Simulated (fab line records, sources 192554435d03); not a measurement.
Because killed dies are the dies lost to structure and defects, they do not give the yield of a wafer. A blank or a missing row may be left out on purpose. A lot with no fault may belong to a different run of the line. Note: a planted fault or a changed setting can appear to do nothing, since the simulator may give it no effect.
fab line records	flow n5-finfet
[record] lots = 9	wafers = 25	last-day = 18
route steps=1938 shown HKMG_FIN@441 BEOL_M4@1111
lots that met no fault: from a run of the same line without faults
start-h: hours from the record's opening day to when the first of the lot's shown wafers began	wait-h: hours since the lot's step before	" same as the row above	L1.1+2: one row covering several wafers at once	- no value, or no start was given	* or withheld: withheld	< > ~ a bound
route shown NAME@n: NAME is a module with steps in the file, n the number in the route of the first one	usual: the fault-free wafers' mean and standard deviation	same: alike in all rows	chamber/n: place in a boat	sites: each site's reading	_std_site: how widely they spread, as a standard deviation	_edge_site: outer sites' mean less inner sites'	radius-mm: how far each site lies from the wafer's centre	mask NAME#n: copy n	behind: the tool/chamber that last shaped the wafer	hold: the reason the lot was held/the length of the hold in hours/how it ended	device: whichever transistor did not switch (one of n, p or np)	end of line: the tests these same wafers got at the end of their route	a step without rows: its recipe alone	killed: the dies lost at the first sort to structure and to defects; this is not the yield of the wafer	map: shows each die of a wafer: x if killed, . if not, _ if none is there
set.NAME: setting as actually run; set.NAME@STEP: the setting as run at that earlier step	model.NAME: the simulator's own value behind a step, which no gauge read
steps of the route over a sample of lots; a table a step, a row a wafer
services: when a tool's chamber went out of use (start-h, in hours from the record's first day, below 0 if earlier), for how many hours, and the reason
[[steps]]
[step N5_HKMG_FIN_STRIP_19]
[recipe] chemistry = N2/H2	power-w = 2500	temp-c = 300	h2-frac = 0.65	time-s = 360	pressure-mtorr = withheld	n2-flow-sccm = 1750	h2-flow-sccm = 3250
[usual] drypump-motor-current-A = 5.8/0.36	heater-power-w = 482/16	temp-c = 300.00/0.21
lot.wafer	tool	chamber	start-h	wait-h	drypump-motor-current-A	heater-power-w	rf-hours-counter-h	temp-c
L284.2	plasma-asher-02	1	76.56	0.0	6.2	467	87	300.03
L284.3	"	1	"	"	6.2	482	-	300.10
L284.4	"	0	"	"	5.7	507	-	300.13
L285.3	plasma-asher-01	0	87.28	0.1	5.2	469	-	299.93
L285.4	"	1	"	"	5.9	494	-	299.80
L285.5	"	1	"	"	5.9	481	-	299.92
L291.4	plasma-asher-01	1	121.19	0.1	5.9	510	-	299.93
L291.5	"	0	"	"	5.2	467	-	299.88
L292.5	plasma-asher-01	1	128.81	0.3	5.9	494	-	299.89
L292.6	"	0	"	"	5.2	464	-	299.96
L296.1	plasma-asher-02	0	149.61	0.0	5.7	493	104	300.27
L296.2	"	1	"	"	6.2	483	104	300.13
L296.3	"	0	"	"	5.7	493	-	300.11
L297.1	plasma-asher-02	1	160.38	0.0	6.2	472	108	300.21
L297.3	"	0	"	"	5.6	494	-	299.59
L297.4	"	1	"	"	6.2	474	-	299.99
L302.2	plasma-asher-02	1	181.70	0.1	6.2	466	117	299.94
L302.3	"	0	"	"	5.7	493	-	300.48
L302.4	"	1	"	"	6.2	473	-	299.95
L304.1	plasma-asher-02	0	198.62	0.0	5.7	489	121	300.19
L304.2	"	1	"	"	6.2	481	121	299.86
L304.4	"	0	"	"	5.7	498	-	300.02
L306.3	plasma-asher-01	0	210.62	0.1	5.2	470	-	299.90
L306.5	"	1	"	"	5.9	506	-	300.22
L306.6	"	0	"	"	5.2	459	-	299.86
[step N5_HKMG_FIN_STRIP_89]
[recipe] chemistry = N2/H2	material = SOC	time-s = 20	power-w = 500	temp-c = 40	pressure-mtorr = 50	rf-frequency-hz = 6e+07	bias-power-w = 8	h2-frac = 0.5	n2-flow-sccm = 300	h2-flow-sccm = 300
[usual] drypump-motor-current-A = 5.6/0.38	oes-product-au = 0.79/0.09	rf-vpp-V = 54.2/0.85	showerhead-plenum-p-Torr = 3.40/0.11	temp-c = 39.99/0.11	throttle-valve-pct = 18.9/0.37
lot.wafer	tool	chamber	start-h	wait-h	drypump-motor-current-A	oes-product-au	rf-hours-counter-h	rf-vpp-V	showerhead-plenum-p-Torr	temp-c	throttle-valve-pct
L284.2	rie-diel-05	0	77.54	0.0	5.6	0.94	10	53.3	3.59	39.92	19.1
L284.3	"	1	"	"	5.4	0.69	222	53.1	3.33	40.04	19.4
L284.4	"	2	"	"	5.8	0.74	157	55.5	3.48	40.13	18.3
L285.3	rie-diel-04	2	88.03	0.0	5.7	0.79	144	54.1	3.49	39.98	19.6
L285.4	"	1	"	"	5.4	0.69	231	54.2	3.34	40.19	19.2
L285.5	"	0	"	"	5.9	0.78	-	54.6	3.37	39.97	18.7
L291.4	rie-diel-04	0	121.85	0.0	5.9	0.77	154	52.9	3.37	39.96	18.8
L291.5	"	0	"	"	5.9	0.76	-	54.8	3.37	39.98	18.8
L292.5	rie-diel-04	1	129.47	0.0	5.4	0.70	-	53.9	3.33	39.91	19.3
L292.6	"	2	"	"	5.7	0.78	-	55.3	3.49	40.21	19.6
L296.1	rie-diel-05	1	150.41	0.0	5.4	0.68	249	55.4	3.32	39.73	19.4
L296.2	"	3	"	"	5.7	0.71	193	54.1	3.31	40.03	18.5
L296.3	"	2	"	"	5.8	0.72	181	54.2	3.47	39.99	18.3
L297.1	rie-diel-05	0	161.23	0.0	5.6	0.87	42	55.7	3.57	40.13	19.1
L297.3	"	2	"	"	5.8	0.72	187	53.7	3.47	40.03	18.3
L297.4	"	2	"	"	5.8	0.71	-	55.2	3.47	39.98	18.3
L302.2	rie-diel-05	3	182.48	0.0	5.7	0.69	209	52.9	3.30	39.93	18.5
L302.3	"	0	"	"	5.6	0.85	52	55.3	3.57	39.91	19.1
L302.4	"	2	"	"	5.8	0.70	-	54.0	3.46	39.86	18.3
L304.1	rie-diel-04	2	199.40	0.0	5.7	0.75	183	55.1	3.47	39.98	19.6
L304.2	"	1	"	"	5.4	0.92	12	56.0	3.32	39.95	18.9
L304.4	"	3	"	"	5.0	0.89	43	55.1	3.56	39.97	19.1
L306.3	rie-diel-02	0	211.29	0.0	5.4	0.78	125	54.9	3.38	40.02	18.7
L306.5	"	0	"	"	5.4	0.78	-	52.7	3.38	40.15	18.7
L306.6	"	1	"	"	5.4	0.89	-	54.4	3.44	40.12	19.0
[step N5_HKMG_FIN_ALD_71]
[recipe] material = TiN	target-thk-a = 10	temp-c = 400	ald-precursor-family = TiCl4	ald-co-reactant = NH3	pulse-time-s = 1	purge-time-s = 3	co-reactant-purge-time-s = 2	co-reactant-pulse-time-s = 2	ald-cycles = 47	pressure-torr = 3
[usual] ald-cycles = 47/0	chamber-pressure-Torr = 3.001/0.007	heater-power-w = 876/65	precursor-pulse-height-rel = 1.001/0.022
lot.wafer	tool	chamber	start-h	wait-h	ald-cycles	chamber-pressure-Torr	heater-power-w	precursor-pulse-height-rel
L284.2	ald-metal-01	1	78.21	0.0	47	2.995	888	0.983
L284.3	"	3	"	"	47	3.003	839	0.973
L284.4	"	2	"	"	47	3.005	930	1.030
L285.3	ald-metal-01	2	88.71	0.0	47	3.005	933	1.016
L285.4	"	1	"	"	47	2.995	929	0.990
L285.5	"	2	"	"	47	3.001	950	1.027
L291.4	ald-metal-02	1	122.65	0.1	47	3.003	912	1.018
L291.5	"	2	"	"	47	3.005	812	1.028
L292.5	ald-metal-04	2	130.24	0.1	47	2.997	975	0.984
L292.6	"	3	"	"	47	3.010	855	1.022
L296.1	ald-metal-04	2	151.08	0.0	47	3.000	998	1.004
L296.2	"	0	"	"	47	2.988	854	1.052
L296.3	"	3	"	"	47	3.000	864	0.971
L297.1	ald-metal-04	0	161.90	0.0	47	2.994	859	0.997
L297.3	"	2	"	"	47	2.990	1001	1.017
L297.4	"	1	"	"	47	3.000	838	0.977
L302.2	ald-metal-04	3	183.19	0.0	47	3.000	877	0.974
L302.3	"	2	"	"	47	2.998	1018	0.976
L302.4	"	0	"	"	47	2.994	843	1.034
L304.1	ald-metal-04	3	200.08	0.0	47	2.996	848	0.982
L304.2	"	1	"	"	47	3.001	845	0.982
L304.4	"	0	"	"	47	2.993	831	1.008
L306.3	ald-metal-01	1	211.96	0.0	47	3.000	904	0.996
L306.5	"	3	"	"	47	3.013	817	1.005
L306.6	"	0	"	"	47	3.001	968	0.995
[step N5_HKMG_FIN_ALD_72]
[recipe] material = W	target-thk-a = 20	temp-c = 300	pressure-torr = 7.5	ald-precursor-family = WF6	ald-co-reactant = B2H6	pulse-time-s = 1	purge-time-s = 2	co-reactant-purge-time-s = 2	co-reactant-pulse-time-s = 3	ald-cycles = 7
[usual] ald-cycles = 7/0	chamber-pressure-Torr = 7.499/0.014	heater-power-w = 477/81	precursor-pulse-height-rel = 0.999/0.02
lot.wafer	tool	chamber	start-h	wait-h	ald-cycles	chamber-pressure-Torr	heater-power-w	precursor-pulse-height-rel
L284.2	cvd-w-02	0	79.66	0.2	7	7.502	409	0.994
L284.3	"	1	"	"	7	7.502	486	1.017
L284.4	"	0	"	"	7	7.504	403	1.037
L285.3	cvd-w-02	1	90.40	0.2	7	7.479	474	0.983
L285.4	"	0	"	"	7	7.493	414	1.005
L285.5	"	0	"	"	7	7.516	407	1.009
L291.4	cvd-w-02	0	124.00	0.2	11	7.489	401	1.016
L291.5	"	0	"	"	7	7.482	404	0.986
L292.5	cvd-w-02	0	131.83	0.1	7	7.504	411	1.039
L292.6	"	1	"	"	11	7.517	480	0.976
L296.1	cvd-w-01	1	152.59	0.2	7	7.501	398	0.994
L296.2	"	0	"	"	7	7.538	612	0.968
L296.3	"	0	"	"	7	7.510	598	0.997
L297.1	cvd-w-01	1	163.53	0.2	7	7.494	408	0.978
L297.3	"	0	"	"	7	7.480	583	1.011
L297.4	"	1	"	"	7	7.491	399	1.001
L302.2	cvd-w-01	0	184.65	0.2	7	7.505	619	1.000
L302.3	"	0	"	"	7	7.510	609	0.998
L302.4	"	1	"	"	7	7.478	402	0.976
L304.1	cvd-w-01	0	201.52	0.2	7	7.500	600	0.997
L304.2	"	1	"	"	7	7.509	416	1.042
L304.4	"	1	"	"	7	7.509	408	1.021
L306.3	cvd-w-02	1	213.43	0.2	7	7.497	479	0.955
L306.5	"	1	"	"	7	7.510	481	0.999
L306.6	"	0	"	"	7	7.502	405	1.029
[step N5_BEOL_M4_RC_MEAS_101]
[usual] DIBL_N = 35.8/1.8	DIBL_P = 35.9/2.2	IOFF_N = 0.16/0.035	IOFF_P = 0.21/0.04	ION_N = 672/11	ION_P = 461/7.4	SS_N = 71.4/0.64	SS_P = 73.2/0.67	VT_N = 250/3.5	VT_P = -251/3.4
lot.wafer	tool	chamber	start-h	wait-h	DIBL_N[mV/V]	DIBL_P[mV/V]	IOFF_N[nA/um]	IOFF_P[nA/um]	ION_N[uA/um]	ION_P[uA/um]	SS_N[mV/dec]	SS_P[mV/dec]	VT_N[mV]	VT_P[mV]
L284.2	prober-02	0	163.66	0.2	35.0	34.4	0.15	0.16	664	450	71.5	73.0	250	-254
L284.3	"	0	"	"	35.8	36.3	0.17	0.19	691	467	72.1	73.8	248	-252
L284.4	"	0	"	"	35.0	35.2	0.15	0.17	671	459	72.0	72.7	248	-252
L285.3	prober-01	0	183.41	0.3	34.9	36.2	0.17	0.23	675	468	71.4	74.0	247	-246
L285.4	"	0	"	"	32.9	34.3	0.14	0.20	669	463	71.4	72.7	250	-250
L285.5	"	0	"	"	34.9	36.9	0.17	0.25	677	476	71.0	72.8	245	-246
L291.4	prober-01	0	209.53	0.5	39.2	39.2	0.21	0.27	683	468	72.0	74.2	251	-248
L291.5	"	0	"	"	38.9	39.0	0.20	0.25	676	470	72.2	73.1	248	-250
L292.5	prober-02	0	214.21	0.6	38.0	39.9	0.19	0.26	677	462	71.8	74.1	249	-249
L292.6	"	0	"	"	36.0	36.2	0.15	0.19	667	458	71.1	73.6	249	-251
L296.1	prober-02	0	251.04	0.0	39.1	39.8	0.23	0.27	690	472	72.2	73.6	244	-248
L296.2	"	0	"	"	34.3	33.5	0.12	0.17	665	457	70.7	73.1	254	-252
L296.3	"	0	"	"	34.8	35.5	0.14	0.20	667	463	70.3	72.8	252	-248
L297.1	prober-02	0	256.39	0.0	35.2	34.5	0.14	0.18	667	459	70.5	72.1	252	-250
L297.3	"	0	"	"	37.3	37.3	0.16	0.22	684	467	71.4	72.6	250	-250
L297.4	"	0	"	"	37.5	38.5	0.18	0.25	682	465	71.2	73.1	246	-249
L302.2	prober-01	0	280.65	0.2	37.3	36.3	0.18	0.21	672	458	72.0	73.2	248	-251
L302.3	"	0	"	"	37.0	35.8	0.16	0.20	682	464	70.6	73.4	249	-251
L302.4	"	0	"	"	32.9	31.6	0.11	0.15	661	456	70.9	72.5	252	-256
L304.1	prober-02	0	282.56	0.0	35.1	36.4	0.15	0.23	668	461	71.7	73.3	248	-248
L304.2	"	0	"	"	36.7	38.3	0.19	0.26	679	472	72.2	72.9	246	-245
L304.4	"	0	"	"	34.3	35.3	0.14	0.21	669	466	71.8	72.9	252	-248
L306.3	prober-02	0	309.15	0.3	35.9	34.6	0.14	0.20	676	467	70.8	73.0	249	-252
L306.5	"	0	"	"	35.5	34.3	0.14	0.20	683	466	71.0	72.3	249	-251
L306.6	"	0	"	"	35.3	33.3	0.12	0.19	669	464	70.5	72.7	254	-252
[[services]]
tool	chamber	start-h	hours	kind
ald-metal-02	-	53.55	0.4	repair
ald-metal-04	1	64.09	4.9	repair
plasma-asher-02	-	67.08	8.9	repair
cvd-w-01	-	77.82	6.0	pm
ald-metal-02	-	81.83	0.4	repair
rie-diel-04	-	86.97	0.2	repair
rie-diel-05	1	89.57	3.7	repair
plasma-asher-01	-	100.83	17.6	repair
rie-diel-04	3	103.87	1.6	repair
cvd-w-01	-	104.45	1.2	repair
cvd-w-01	1	108.30	4.6	repair
ald-metal-02	0	113.42	16.1	repair
rie-diel-02	2	123.38	3.3	repair
rie-diel-02	3	124.20	18.9	repair
rie-diel-05	2	127.78	5.4	repair
cvd-w-02	1	132.96	2.9	repair
rie-diel-04	0	133.20	5.6	repair
plasma-asher-01	-	144.23	41.7	repair
ald-metal-02	2	165.51	13.3	repair
cvd-w-02	1	190.39	2.4	repair
ald-metal-04	-	204.05	1.2	repair
cvd-w-02	-	205.70	6.9	pm
rie-diel-05	3	207.52	3.0	repair
ald-metal-04	-	208.64	6.0	pm
[[key]]
[first-sign] step = N5_HKMG_FIN_ALD_72	reading = ald-cycles	direction = up	sigmas = 99+	usual = *	struck = *
effect none on later readings
met-at N5_HKMG_FIN_ALD_72
struck-lots L291,L292
struck-wafers L291.4,L292.6
not-acting-at N5_HKMG_FIN_STRIP_19,N5_HKMG_FIN_STRIP_89,N5_HKMG_FIN_ALD_71
onset-between 90.40 124.00
[fault] kind = process-parameter-drift	tool = cvd-w-02	chamber = -	onset-h = 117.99	steps = N5_HKMG_FIN_ALD_72	channel = ald-cycles	offset = *	shape = step	end-h = 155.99	scope = struck-wafers-only	stated = *
